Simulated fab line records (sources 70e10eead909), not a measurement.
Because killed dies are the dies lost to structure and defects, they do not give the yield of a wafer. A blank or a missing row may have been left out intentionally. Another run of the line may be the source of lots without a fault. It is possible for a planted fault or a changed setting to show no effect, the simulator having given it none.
fab line records    flow nand-harc
record lots=6  wafers=16  last-day=24
route steps=1159 shown A_CONTACT@911 END@1159
lots that met no fault: taken from a fault-free run of the same line
start-h: start of the lot's first displayed wafer, in hours after the record's first day    wait-h: time in hours since the lot's previous step    " identical to the entry in the row above    L1.1+2: a row that stands for several wafers    - value missing, or start not given    * or withheld: withheld    < > ~ a bound
route shown NAME@n: a module of which the file shows steps, and the number in the route of the first    usual: the fault-free wafers' mean and standard deviation    same: alike in all rows    chamber/n: place in a boat    sites: readings site by site    _std_site: their standard deviation    _edge_site: inner sites' mean taken away from outer sites' mean    radius-mm: how far each site lies from the wafer's centre    mask NAME#n: copy n    behind: tool/chamber where the wafer was last shaped    hold: why the lot went on hold/how many hours it stayed there/how the hold came to an end    device: whichever transistor did not switch (one of n, p or np)    end of line: at the end of the route, the tests of the same wafers    where a step has no rows: the recipe by itself    killed: at the first sort, the dies lost to defects and structure; wafer yield is something else    map: a wafer's dies, x killed, . not, _ none there
set.NAME: the setting the step ran with; set.NAME@STEP: the setting that earlier step ran with    model.NAME: the simulator's own value behind a step, which no gauge read
certain route steps with their lots: each step a table, each wafer a row
services: when a tool's chamber went out of use (start-h, in hours from the record's first day, below 0 if earlier), for how many hours, and the reason
## steps
# step NHARC_A_CONTACT_ETCH_131
# recipe source-w=withheld  pressure-mtorr=20  bias-v=1200  time-s=155  target-depth-a=9560  ar-flow-sccm=withheld  c4f8-flow-sccm=withheld  o2-flow-sccm=withheld  chemistry=C4F8/O2/Ar
# step NHARC_A_CONTACT_ETCH_132
# recipe source-w=withheld  pressure-mtorr=20  bias-v=1200  time-s=156  target-depth-a=9580  ar-flow-sccm=withheld  c4f8-flow-sccm=withheld  o2-flow-sccm=withheld  chemistry=C4F8/O2/Ar
# step NHARC_A_CONTACT_ETCH_133
# recipe source-w=withheld  pressure-mtorr=20  bias-v=400  time-s=195  target-depth-a=8400  ar-flow-sccm=withheld  c4f8-flow-sccm=11.5  o2-flow-sccm=7.2  chemistry=C4F8/O2/Ar
# step NHARC_A_CONTACT_ETCH_91
# recipe target-depth-a=400  over-etch-frac=0.5  time-s=85.7  ion-energy-ev=120  ch3f-flow-sccm=50  o2-flow-sccm=30  ar-flow-sccm=200  rf-w=500  bias-w=100  chemistry=CH3F/O2
# usual drypump-motor-current-A=5.50/0.26  o2-flow-sccm=30.01/0.088  oes-product-au=0.95/0.035  rf-vpp-V=243.8/1.9  showerhead-plenum-p-Torr=2.42/0.12  throttle-valve-pct=20.665/0.009
lot.wafer  tool         chamber  start-h  wait-h  drypump-motor-current-A  o2-flow-sccm  oes-product-au  rf-hours-counter-h  rf-vpp-V  showerhead-plenum-p-Torr  throttle-valve-pct
L485.4     rie-diel-11  3        404.45   0.4     5.13                     29.98         0.92            6                   240.9     2.33                      20.665
L485.1     "            0        "        "       5.65                     30.03         0.93            7                   243.3     2.28                      20.657
L485.6     "            3        "        "       5.13                     29.96         0.93            -                   242.8     2.33                      20.658
L488.3     rie-diel-11  0        411.84   0.4     5.62                     29.93         0.93            8                   241.2     2.28                      20.663
L488.4     "            1        "        "       5.78                     29.96         1.00            6                   243.3     2.39                      20.666
L488.5     "            3        "        "       5.14                     29.90         0.94            -                   242.7     2.33                      20.655
L491.3     rie-diel-11  2        435.13   0.4     5.18                     30.01         0.93            11                  243.0     2.41                      20.646
L491.4     "            3        "        "       5.13                     30.06         0.93            11                  241.5     2.33                      20.672
L491.1     "            0        "        "       5.62                     29.98         0.93            12                  241.6     2.28                      20.669
L502.3     rie-diel-06  1        480.73   0.4     6.08                     30.19         0.91            25                  243.9     2.43                      20.668
L502.6     "            3        "        "       5.76                     29.92         0.91            -                   244.7     2.55                      20.659
L501.3     rie-diel-11  0        487.31   0.4     5.62                     30.10         1.01            20                  241.3     2.27                      20.658
L501.4     "            3        "        "       5.12                     29.97         1.01            22                  242.3     2.32                      20.677
L504.1     rie-diel-11  0        519.06   0.5     5.65                     30.15         1.00            24                  241.6     2.27                      20.676
L504.2     "            1        "        "       5.78                     30.01         1.00            24                  243.5     2.38                      20.653
L504.5     "            2        "        "       5.18                     29.96         1.00            -                   244.8     2.41                      20.668
# step NHARC_A_CONTACT_ETCH_97
# recipe target-depth-a=200  over-etch-frac=0.5  time-s=10  ion-energy-ev=250  c4f6-flow-sccm=25  o2-flow-sccm=20  ar-flow-sccm=500  rf-w=600  bias-w=500  chemistry=C4F6/O2
# step NHARC_A_CONTACT_CD_MEAS_80
# usual cd-nm=189.9/0.74
lot.wafer  tool       chamber  start-h  wait-h  cd-nm
L485.1     cd-sem-03  -        404.67   -       188.8
L485.4     "          -        "        "       188.8
L485.6     "          -        "        "       189.3
L488.3     cd-sem-03  -        412.04   -       189.7
L488.4     "          -        "        "       190.1
L488.5     "          -        "        "       190.3
L491.1     cd-sem-02  -        435.34   -       189.4
L491.3     "          -        "        "       191.1
L491.4     "          -        "        "       190.1
L502.3     cd-sem-01  -        480.91   -       189.4
L502.6     "          -        "        "       188.0
L501.3     cd-sem-02  -        487.53   -       190.2
L501.4     "          -        "        "       190.4
L504.1     cd-sem-02  -        519.25   -       189.1
L504.2     "          -        "        "       189.1
L504.5     "          -        "        "       190.7
# step NHARC_A_CONTACT_STRIP_103
# recipe n2-flow-sccm=150  h2-flow-sccm=150  ar-flow-sccm=0  bias-w=0  chemistry=N2/H2
# step NHARC_A_CONTACT_STRIP_104
# recipe cf4-flow-sccm=100  chf3-flow-sccm=30  ar-flow-sccm=0  bias-w=0  chemistry=CF4/CHF3
# step NHARC_A_CONTACT_STRIP_105
# recipe o2-flow-sccm=400  cos-flow-sccm=20  ar-flow-sccm=0  bias-w=0  chemistry=O2/COS
# step NHARC_A_CONTACT_ETCH_106
# recipe target-depth-a=600  overetch-a=60  time-s=33  ion-energy-ev=100  cf4-flow-sccm=80  o2-flow-sccm=20  ar-flow-sccm=0  rf-w=300  bias-w=100  chemistry=CF4/O2
# step NHARC_A_CONTACT_STRIP_82
# recipe o2-flow-sccm=500  ar-flow-sccm=0  bias-w=0  chemistry=O2
# usual drypump-motor-current-A=5.61/0.3  o2-flow-sccm=499.9/1.4  oes-product-au=1.000/0.013  rf-vpp-V=57.7/0.83  showerhead-plenum-p-Torr=3.48/0.16  throttle-valve-pct=17.037/0.0096
lot.wafer  tool         chamber  start-h  wait-h  drypump-motor-current-A  o2-flow-sccm  oes-product-au  rf-hours-counter-h  rf-vpp-V  showerhead-plenum-p-Torr  throttle-valve-pct
L485.4     rie-diel-11  0        -        -       5.65                     500.4         1.019           7                   57.1      3.28                      17.049
L485.1     "            1        "        "       5.79                     499.9         1.009           5                   57.4      3.43                      17.040
L485.6     "            1        "        "       5.78                     499.0         1.007           -                   57.6      3.43                      17.040
L488.3     rie-diel-11  2        -        -       5.20                     501.3         1.002           8                   56.9      3.47                      17.025
L488.4     "            3        "        "       5.14                     500.1         1.010           8                   57.0      3.35                      17.027
L488.5     "            1        "        "       5.79                     500.7         1.008           -                   56.3      3.43                      17.044
L491.3     rie-diel-05  2        -        -       5.74                     500.0         1.007           27                  58.5      3.68                      17.028
L491.4     "            3        "        "       5.39                     500.3         1.028           29                  56.8      3.76                      17.023
L491.1     "            1        "        "       5.44                     501.4         0.970           26                  57.7      3.46                      17.041
L502.3     rie-diel-11  3        -        -       5.12                     498.2         0.992           21                  58.6      3.34                      17.037
L502.6     "            1        "        "       5.79                     501.7         0.987           -                   57.0      3.43                      17.021
L501.3     rie-diel-06  3        -        -       5.71                     500.3         0.976           5                   57.1      3.66                      17.034
L501.4     "            0        "        "       5.39                     500.0         0.987           27                  59.0      3.79                      17.030
L504.1     rie-diel-06  2        -        -       6.05                     497.3         0.999           31                  57.4      3.35                      17.034
L504.2     "            0        "        "       5.40                     499.0         1.002           38                  57.7      3.79                      17.054
L504.5     "            3        "        "       5.74                     499.1         0.986           -                   57.8      3.65                      17.048
# step NHARC_A_CONTACT_STRIP_83
# recipe time-s=600  temp-c=30  chemistry=post-etch-residue-remover
# step NHARC_A_CONTACT_DEP_84
# recipe target-thk-a=20000  temp-c=400  material=aC
# usual throttle-valve-pct=35.000/0.0094
lot.wafer  tool        chamber  start-h  wait-h  throttle-valve-pct
L485.1     acl-dep-01  0        406.46   -       34.988
L485.4     "           0        "        "       34.986
L485.6     "           0        "        "       35.004
L488.3     acl-dep-01  0        418.02   -       35.011
L488.4     "           0        "        "       34.991
L488.5     "           0        "        "       34.980
L491.1     acl-dep-02  0        437.99   -       35.010
L491.3     "           0        "        "       35.018
L491.4     "           0        "        "       35.006
L502.3     acl-dep-02  0        488.40   -       35.002
L502.6     "           0        "        "       35.007
L501.3     acl-dep-02  0        491.46   -       34.998
L501.4     "           0        "        "       35.001
L504.1     acl-dep-03  0        520.19   -       35.008
L504.2     "           0        "        "       34.991
L504.5     "           0        "        "       34.990
# step NHARC_A_CONTACT_DEP_85
# recipe target-thk-a=500  target-thk-nm=50  temp-c=400  pressure-torr=3.5  flow-sccm=200  rf-w=350  material=SiON
# usual heater-power-outer-w=439/57  heater-power-w=744/86
lot.wafer  tool      chamber  start-h  wait-h  heater-power-outer-w  heater-power-w
L485.1     pecvd-04  2        407.81   1.1     477                   821
L485.4     "         0        "        "       437                   733
L485.6     "         2        "        "       479                   846
L488.3     pecvd-02  0        418.88   0.7     324                   576
L488.4     "         2        "        "       470                   760
L488.5     "         0        "        "       331                   582
L491.3     pecvd-01  0        439.23   0.6     407                   631
L491.1     "         2        "        "       359                   672
L491.4     "         0        "        "       399                   634
L502.3     pecvd-02  2        489.25   0.6     444                   744
L502.6     "         2        "        "       460                   737
L501.3     pecvd-01  2        492.32   0.7     417                   758
L501.4     "         1        "        "       525                   850
L504.1     pecvd-04  2        521.44   1.0     448                   767
L504.2     "         1        "        "       396                   734
L504.5     "         0        "        "       384                   677
# step NHARC_A_CONTACT_DEHYDRATE_00
# recipe temp-c=150  time-s=120
# step NHARC_A_CONTACT_HMDS_01
# recipe time-s=30
# step NHARC_A_CONTACT_COAT_86
# recipe temp-c=260  time-s=75
# step NHARC_A_CONTACT_COAT_87
# recipe temp-c=225  time-s=65
# step NHARC_A_CONTACT_COAT_02
# recipe spin-rpm=1500  resist-thk-nm=90
# step NHARC_A_CONTACT_SOFTBAKE_03
# recipe temp-c=105  time-s=55
# step NHARC_A_CONTACT_EBR_04
# step NHARC_A_CONTACT_EXPOSE_05
# recipe na=1.35  sigma-outer=0.8  dose-mj=84.24  mask-id=A_CC
# step NHARC_A_CONTACT_PEB_06
# recipe peb-temp-c=100  peb-time-s=65
# step NHARC_A_CONTACT_DEVELOP_07
# recipe develop-time-s=35  dev-temp-c=23
# step NHARC_A_CONTACT_CD_MEAS_08
# recipe target-cd-nm=100  landing-energy-ev=500
# usual cd-nm=99.9/0.6
lot.wafer  tool       chamber  start-h  wait-h  cd-nm
L485.1     cd-sem-01  0        408.50   -       99.3
L485.4     "          0        "        "       99.9
L485.6     "          0        "        "       99.8
L488.3     cd-sem-03  0        419.48   -       99.9
L488.4     "          0        "        "       99.8
L488.5     "          0        "        "       99.0
L491.1     cd-sem-03  0        439.83   -       100.1
L491.3     "          0        "        "       100.1
L491.4     "          0        "        "       101.1
L502.3     cd-sem-02  0        489.97   -       100.5
L502.6     "          0        "        "       99.7
L501.3     cd-sem-01  0        492.89   -       100.8
L501.4     "          0        "        "       99.8
L504.1     cd-sem-01  0        522.16   -       99.4
L504.2     "          0        "        "       99.8
L504.5     "          0        "        "       100.5
# step NHARC_A_CONTACT_OVL_MEAS_09
# usual overlay-x-nm=0.2/0.65  overlay-y-nm=-0.1/0.87
lot.wafer  tool        chamber  start-h  wait-h  overlay-x-nm  overlay-y-nm
L485.1     overlay-02  -        408.59   -       0.3           -0.5
L485.4     "           -        "        "       0.6           -0.9
L485.6     "           -        "        "       0.3           -0.1
L488.3     overlay-01  -        419.57   -       -0.5          -0.2
L488.4     "           -        "        "       -1.0          -0.4
L488.5     "           -        "        "       -0.7          -0.2
L491.1     overlay-01  -        439.92   -       0.1           0.0
L491.3     "           -        "        "       0.1           0.2
L491.4     "           -        "        "       0.3           -0.6
L502.3     overlay-01  -        490.06   -       0.3           -0.1
L502.6     "           -        "        "       0.6           -0.7
L501.3     overlay-01  -        492.98   -       0.2           0.8
L501.4     "           -        "        "       0.2           0.0
L504.1     overlay-01  -        522.25   -       0.2           0.0
L504.2     "           -        "        "       0.2           -0.6
L504.5     "           -        "        "       0.2           -0.3
# step NHARC_A_CONTACT_INSPECT_10
# usual raw-defect-count=25/10
lot.wafer  tool               chamber  start-h  wait-h  raw-defect-count
L485.1     defect-inspect-02  -        408.63   0.0     21
L485.4     "                  -        "        "       19
L485.6     "                  -        "        "       25
L488.3     defect-inspect-02  -        419.60   0.0     24
L488.4     "                  -        "        "       27
L488.5     "                  -        "        "       36
L491.1     defect-inspect-01  -        439.95   0.0     29
L491.3     "                  -        "        "       33
L491.4     "                  -        "        "       25
L502.3     defect-inspect-01  -        490.09   0.0     26
L502.6     "                  -        "        "       44
L501.3     defect-inspect-01  -        493.01   0.0     36
L501.4     "                  -        "        "       28
L504.1     defect-inspect-01  -        522.29   0.0     14
L504.2     "                  -        "        "       13
L504.5     "                  -        "        "       12
# step NHARC_A_CONTACT_DESCUM_13
# recipe time-s=3  o2-flow-sccm=200  ar-flow-sccm=0  bias-power-w=0  chemistry=O2
# step NHARC_A_CONTACT_ETCH_88
# recipe target-depth-a=390  over-etch-frac=0.3  time-s=65  ion-energy-ev=80  cf4-flow-sccm=150  ar-flow-sccm=0  rf-w=300  bias-w=100  chemistry=CF4
# step NHARC_A_CONTACT_ETCH_89
# recipe target-depth-a=2600  over-etch-frac=0.3  time-s=475.3  ion-energy-ev=200  n2-flow-sccm=150  h2-flow-sccm=150  ar-flow-sccm=0  rf-w=400  bias-w=150  chemistry=N2/H2
# step NHARC_A_CONTACT_ETCH_30
# recipe target-depth-a=605  time-s=30.2  cf4-flow-sccm=100  chf3-flow-sccm=30  ar-flow-sccm=0  rf-w=500  bias-w=200  chemistry=CF4/CHF3
# step NHARC_A_CONTACT_ETCH_31
# recipe target-depth-a=20000  over-etch-frac=0.3  time-s=520  ion-energy-ev=150  o2-flow-sccm=400  cos-flow-sccm=20  ar-flow-sccm=0  rf-w=500  bias-w=300  chemistry=O2/COS
# step NHARC_A_CONTACT_ETCH_134
# recipe source-w=withheld  pressure-mtorr=20  bias-v=withheld  time-s=140  target-depth-a=7000  ar-flow-sccm=withheld  c4f8-flow-sccm=withheld  o2-flow-sccm=withheld  chemistry=C4F8/O2/Ar
lot.wafer  tool             chamber  start-h  wait-h  rf-hours-counter-h
L485.1     har-cap-etch-02  1        409.70   -       17
L485.4     "                0        "        "       -
L485.6     "                1        "        "       -
L488.3     har-cap-etch-01  1        420.73   -       -
L488.4     "                0        "        "       -
L488.5     "                1        "        "       -
L491.1     har-cap-etch-02  0        441.16   -       22
L491.4     "                1        "        "       -
L491.3     "                0        "        "       -
L502.3     har-cap-etch-03  1        491.24   -       -
L502.6     "                1        "        "       -
L501.3     har-cap-etch-01  0        494.14   -       -
L501.4     "                1        "        "       -
L504.1     har-cap-etch-02  1        523.34   -       36
L504.2     "                0        "        "       36
L504.5     "                0        "        "       -
# step NHARC_A_CONTACT_ETCH_135
# recipe source-w=withheld  pressure-mtorr=20  bias-v=3000  time-s=132  target-depth-a=12870  ar-flow-sccm=withheld  c4f8-flow-sccm=withheld  o2-flow-sccm=withheld  chemistry=C4F8/O2/Ar
# step NHARC_A_CONTACT_ETCH_136
# recipe source-w=withheld  pressure-mtorr=20  bias-v=3000  time-s=132  target-depth-a=12870  ar-flow-sccm=withheld  c4f8-flow-sccm=withheld  o2-flow-sccm=withheld  chemistry=C4F8/O2/Ar
# step NHARC_A_CONTACT_ETCH_137
# recipe source-w=withheld  pressure-mtorr=20  bias-v=3000  time-s=132  target-depth-a=12870  ar-flow-sccm=withheld  c4f8-flow-sccm=withheld  o2-flow-sccm=withheld  chemistry=C4F8/O2/Ar
# step NHARC_A_CONTACT_ETCH_138
# recipe source-w=withheld  pressure-mtorr=20  bias-v=3000  time-s=132  target-depth-a=12890  ar-flow-sccm=withheld  c4f8-flow-sccm=withheld  o2-flow-sccm=withheld  chemistry=C4F8/O2/Ar
# step NHARC_A_CONTACT_ETCH_139
# recipe source-w=withheld  pressure-mtorr=20  bias-v=400  time-s=137  target-depth-a=5900  ar-flow-sccm=withheld  c4f8-flow-sccm=11.5  o2-flow-sccm=7.2  chemistry=C4F8/O2/Ar
# step NHARC_A_CONTACT_ETCH_92
# recipe target-depth-a=400  over-etch-frac=0.5  time-s=85.7  ion-energy-ev=120  ch3f-flow-sccm=50  o2-flow-sccm=30  ar-flow-sccm=200  rf-w=500  bias-w=100  chemistry=CH3F/O2
# usual drypump-motor-current-A=5.6/0.32  o2-flow-sccm=30.01/0.085  oes-product-au=0.936/0.025  rf-vpp-V=243.3/1.6  showerhead-plenum-p-Torr=2.38/0.096  throttle-valve-pct=20.664/0.011
lot.wafer  tool         chamber  start-h  wait-h  drypump-motor-current-A  o2-flow-sccm  oes-product-au  rf-hours-counter-h  rf-vpp-V  showerhead-plenum-p-Torr  throttle-valve-pct
L485.1     rie-diel-11  0        410.79   0.4     5.6                      30.01         0.936           8                   241.2     2.28                      20.672
L485.4     "            3        "        "       5.1                      29.89         0.938           8                   242.8     2.33                      20.664
L485.6     "            0        "        "       5.6                      29.96         0.952           -                   242.7     2.28                      20.668
L488.3     rie-diel-11  1        421.76   0.3     5.8                      29.93         0.924           8                   243.4     2.39                      20.664
L488.4     "            2        "        "       5.2                      30.02         0.934           9                   243.4     2.42                      20.673
L488.5     "            0        "        "       5.6                      29.96         0.939           -                   240.5     2.28                      20.665
L491.1     rie-diel-06  2        442.23   0.3     6.1                      29.98         1.008           5                   242.8     2.34                      20.667
L491.3     "            0        "        "       5.4                      29.86         0.923           7                   246.6     2.66                      20.658
L491.4     "            2        "        "       6.1                      29.98         0.997           -                   242.4     2.34                      20.675
L502.3     rie-diel-11  2        492.26   0.3     5.2                      30.05         0.933           22                  243.4     2.41                      20.670
L502.6     "            1        "        "       5.8                      29.88         0.912           -                   241.8     2.38                      20.675
L501.4     rie-diel-11  2        495.18   0.3     5.2                      30.11         1.009           22                  243.5     2.41                      20.665
L501.3     "            0        "        "       5.6                      29.99         1.006           22                  240.7     2.27                      20.658
L504.1     rie-diel-11  2        524.45   0.4     5.2                      30.11         0.937           26                  244.0     2.41                      20.665
L504.2     "            0        "        "       5.6                      30.07         0.925           25                  241.0     2.27                      20.657
L504.5     "            1        "        "       5.8                      29.88         0.918           -                   244.0     2.38                      20.674
# step NHARC_A_CONTACT_ETCH_98
# recipe target-depth-a=200  over-etch-frac=0.5  time-s=10  ion-energy-ev=250  c4f6-flow-sccm=25  o2-flow-sccm=20  ar-flow-sccm=500  rf-w=600  bias-w=500  chemistry=C4F6/O2
# step NHARC_A_CONTACT_CD_MEAS_15
# usual cd-nm=89.7/0.77
lot.wafer  tool       chamber  start-h  wait-h  cd-nm
L485.1     cd-sem-01  -        411.01   -       88.9
L485.4     "          -        "        "       90.1
L485.6     "          -        "        "       88.8
L488.3     cd-sem-01  -        421.97   -       89.5
L488.4     "          -        "        "       89.2
L488.5     "          -        "        "       89.6
L491.1     cd-sem-01  -        442.46   -       89.4
L491.3     "          -        "        "       90.0
L491.4     "          -        "        "       89.3
L502.3     cd-sem-03  -        492.46   -       91.3
L502.6     "          -        "        "       90.4
L501.3     cd-sem-03  -        495.40   -       89.2
L501.4     "          -        "        "       89.4
L504.1     cd-sem-03  -        524.65   -       90.2
L504.2     "          -        "        "       89.2
L504.5     "          -        "        "       89.4
# step NHARC_A_CONTACT_STRIP_107
# recipe n2-flow-sccm=150  h2-flow-sccm=150  ar-flow-sccm=0  bias-w=0  chemistry=N2/H2
# step NHARC_END_SORT_01
# recipe temp-c=25
# usual killed-at-array=24/8.4  killed-at-other=0.7/1.1  killed-at-periphery=2.9/1.7  killed-dies=27/8.6  killed-open=3.3/1.8  killed-short=1.8/1.4
# same gross-dies=677
lot.wafer  tool       chamber  start-h  wait-h  killed-at-array  killed-at-other  killed-at-periphery  killed-dies  killed-open  killed-short
L485.1     prober-01  0        470.98   2.5     24               0                1                    25           5            3
L485.4     prober-01  0        473.38   3.4     24               0                4                    28           4            4
L485.6     prober-01  0        474.97   4.0     26               0                0                    26           4            1
L488.3     prober-02  0        475.21   3.1     26               0                5                    31           2            4
L488.4     prober-02  0        476.01   3.4     25               1                5                    31           0            2
L488.5     prober-02  0        476.81   3.7     38               0                1                    39           3            1
L491.1     prober-01  0        488.84   2.5     27               0                3                    30           5            3
L502.3     prober-02  0        550.94   3.1     162              0                2                    164          5            0
L501.3     prober-01  0        551.01   3.1     218              0                1                    219          4            0
L504.1     prober-01  0        575.06   2.5     15               0                5                    20           3            0
L504.2     prober-01  0        575.85   2.8     11               0                5                    16           2            1
L504.5     prober-01  0        578.23   3.7     17               1                2                    20           6            2
# killed by level:class
L485.1 A_SLIT:chamber-film-flake=6 A_BLC:chamber-film-flake=5 A_SGD_CUT:geometric-particle:open=2 A_WL_FILL:geometric-particle:short=2 A_ZERO_WELL:chamber-film-flake=2 A_CONTACT:chamber-film-flake=2 A_CHANNEL_HOLE_D1:geometric-particle:short=1 A_CHANNEL_FILL_D1:geometric-particle:open=1
L485.4 A_SLIT:chamber-film-flake=8 A_CHANNEL_FILL_D1:geometric-particle:short=3 A_STAIRCASE:chamber-film-flake=3 A_CONTACT:chamber-film-flake=3 P_CONTACT:geometric-particle:open=2 A_CHANNEL_HOLE_D1:chamber-film-flake=2 A_BLC:chamber-film-flake=2 A_CONTACT:geometric-particle:short=1
L485.6 A_SLIT:chamber-film-flake=8 A_BLC:chamber-film-flake=5 A_CONTACT:chamber-film-flake=3 A_CONTACT:geometric-particle:open=2 A_CHANNEL_HOLE_D1:chamber-film-flake=2 A_STAIRCASE:chamber-film-flake=2 A_CHANNEL_HOLE_D1:geometric-particle:open=1 A_BLC:geometric-particle:open=1
L488.3 A_CHANNEL_HOLE_D1:chamber-film-flake=16 A_CONTACT:chamber-film-flake=4 P_ZERO_WELL:chamber-film-flake=3 A_CHANNEL_FILL_D1:geometric-particle:short=2 A_CHANNEL_FILL_D1:geometric-particle:open=1 A_WL_FILL:geometric-particle:open=1 A_CONTACT:geometric-particle:short=1 A_M1:geometric-particle:short=1
L488.4 A_CHANNEL_HOLE_D1:chamber-film-flake=19 P_ZERO_WELL:chamber-film-flake=4 A_STAIRCASE:chamber-film-flake=2 A_CONTACT:chamber-film-flake=2 P_GATE:geometric-particle:short=1 A_ONON_D1:geometric-particle:short=1 A_SLIT:chamber-film-flake=1 THIN_TSV:chamber-film-flake=1
L488.5 A_CHANNEL_HOLE_D1:chamber-film-flake=28 A_ZERO_WELL:chamber-film-flake=2 A_STAIRCASE:chamber-film-flake=2 A_CHANNEL_FILL_D1:geometric-particle:short=1 A_CHANNEL_FILL_D1:geometric-particle:open=1 A_CONTACT:geometric-particle:open=1 A_BLC:geometric-particle:open=1 P_ZERO_WELL:chamber-film-flake=1
L491.1 A_CHANNEL_HOLE_D1:chamber-film-flake=15 A_CONTACT:chamber-film-flake=4 A_CONTACT:geometric-particle:open=2 A_WL_FILL:chamber-film-flake=2 P_GATE:geometric-particle:short=1 P_CONTACT:geometric-particle:open=1 P_M1:geometric-particle:short=1 A_SOURCE_PLATE:geometric-particle:short=1
L502.3 A_CONTACT:area-dep=134 A_CHANNEL_HOLE_D1:chamber-film-flake=20 A_CHANNEL_HOLE_D1:geometric-particle:open=2 A_STAIRCASE:chamber-film-flake=2 A_CONTACT:chamber-film-flake=2 P_GATE:geometric-particle:open=1 A_CONTACT:geometric-particle:open=1 A_M0:geometric-particle:open=1
L501.3 A_CONTACT:area-dep=200 A_SLIT:chamber-film-flake=8 A_CONTACT:chamber-film-flake=3 A_M0:chamber-film-flake=2 P_GATE:geometric-particle:open=1 A_ONON_D1:geometric-particle:open=1 A_CHANNEL_FILL_D1:geometric-particle:open=1 A_CONTACT:geometric-particle:open=1
L504.1 A_CHANNEL_HOLE_D1:chamber-film-flake=8 A_STAIRCASE:chamber-film-flake=2 P_CONTACT:geometric-particle:open=1 P_M2:geometric-particle:open=1 A_BLC:geometric-particle:open=1 P_ZERO_WELL:chamber-film-flake=1 P_M2:chamber-film-flake=1 P_BONDPAD:chamber-film-flake=1
L504.2 A_CHANNEL_HOLE_D1:chamber-film-flake=6 P_M2:chamber-film-flake=4 A_CONTACT:chamber-film-flake=2 P_CONTACT:geometric-particle:open=1 A_CONTACT:geometric-particle:short=1 A_M0:geometric-particle:open=1 A_WL_FILL:chamber-film-flake=1
L504.5 A_CHANNEL_HOLE_D1:chamber-film-flake=7 A_CONTACT:geometric-particle:open=2 A_CONTACT:chamber-film-flake=2 P_STI:geometric-particle:short=1 P_GATE:geometric-particle:open=1 A_CHANNEL_HOLE_D1:geometric-particle:open=1 A_CHANNEL_FILL_D1:geometric-particle:open=1 A_WL_FILL:geometric-particle:short=1
# map L501.3 (x killed, . not)
____________.____________
_________......x_________
_______...x....x.x_______
______......x..xxxx______
_____.........xxx.x._____
____.......xxx..xxx..____
____..x....x.........____
___....x....xx.x......___
___.........xxxx....x.___
__..x.xx...xxx.........__
__..x...xxxx.x.xxx...x.__
_..x...xxx.xxxxxx.x....._
_..x.....x...xx.......x._
_....xxx.xxxxx.xxxx....._
_..x..xxxxx..xx.x.xx...._
_....xx.....xxx.xx..x..._
..x.xx..xxxxxxxx.xxxx....
...x.xxxxx.x.xxx.x.......
....xxxxxx.x.x.x.........
..x....xx.x..xxxxxxx.....
........x.x..xxxx.....x..
_...xx.x..xxxxx...x....._
_...........x..x.x......_
_....xxx.xx...x.x...x..._
_..x.xx.xx...xxx........_
_..xxxx..x..xx.x.xx..x.._
__x.xxx.x..xx.xxx.x....__
__...x....x.....xx.....__
___....x.xxxx.x....x..___
___.........x.......x.___
____x......x.x....x..____
____........xx.......____
_____....x.....x...._____
______.............______
_______.x........._______
_________..x...._________
____________.____________
# map L502.3 (x killed, . not)
____________.____________
_________......._________
_______.....x....._______
______.............______
_____.x..x........x._____
____..........x......____
____.x.....x.........____
___.x..........x......___
___...x..x.x......x...___
__....x...x.......x....__
__.....xx.x......x.....__
_xx.x.....xx....xx......_
_.....x.xxx....x........_
_....xx....x.x.x.x.....x_
_...x.......xx..xx....x._
_xx.xx......x..xxx......_
..x..xx.xxx.x.x...x.....x
.x......xx......x..x.....
....x..x...x..x.xx..x....
.x....x......x...x.xx....
x.......xx.x.x......x.x.x
_......x.x.....x.x.xxx.._
_..x...x...x.xx.x.x....._
_......xxxxx....x...xx.._
_......xx.xxx....x......_
_......x.xx.xx.x........_
__.x...xx.x....x.x.....__
__..x..x..xx.x..xx.....__
___.x..xx.x..xx...x...___
___.........x....x.x..___
____.xx...x.x...xx...____
____....x............____
_____..x.x..x...x..._____
______...x......x..______
_______...x...x..._______
_________.x....x_________
____________x____________
## services
tool             chamber  start-h  hours  kind
rie-diel-11      2        389.44   2.3    repair
rie-diel-11      1        391.74   9.9    repair
pecvd-01         -        392.67   6.3    repair
rie-diel-11      0        400.00   -      clean
rie-diel-11      2        400.00   -      clean
rie-diel-11      3        400.00   -      clean
rie-diel-06      1        401.58   7.4    repair
pecvd-02         2        403.67   6.9    repair
acl-dep-03       -        408.31   13.0   pm
pecvd-02         2        411.58   6.3    repair
pecvd-01         -        418.00   13.0   pm
rie-diel-06      -        418.21   9.0    pm
rie-diel-11      0        424.51   -      clean
rie-diel-11      1        424.51   -      clean
rie-diel-11      2        424.51   -      clean
rie-diel-11      3        424.51   -      clean
rie-diel-06      2        465.01   7.0    repair
rie-diel-11      0        469.31   12.6   repair
rie-diel-06      3        471.49   6.7    repair
har-cap-etch-03  -        471.93   0.8    repair
acl-dep-01       -        474.73   13.0   pm
pecvd-02         0        506.60   12.7   repair
pecvd-02         -        515.16   13.0   pm
rie-diel-05      1        521.02   1.9    repair
## key
first-sign step=NHARC_END_SORT_01  reading=killed-at-array  direction=up  sigmas=20  usual=24  struck=190
effect step=NHARC_END_SORT_01  reading=killed-dies  direction=up  sigmas=19  usual=27  struck=192
more-kills-born-at NHARC_A_CONTACT_DEP_84@acl-dep-02=334
met-at NHARC_A_CONTACT_DEP_84
struck-wafers L501.3,L502.3
tester-left-out L501,L502
onset-between 437.99 488.40
fault kind=process-parameter-drift  tool=acl-dep-02  chamber=-  onset-h=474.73  steps=NHARC_A_CONTACT_DEP_84  channel=target-thk-a  offset=*  shape=step  end-h=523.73  scope=struck-wafers-only  acts-in=*  stated=*
# tester-left-out: of these lots the tester's yield and bins aren't shown, on N5 and GAA mostly nor the transistor test; their killed dies are dies lost to structure and defects alone, not to doping, threshold or leakage, so they don't give the yield
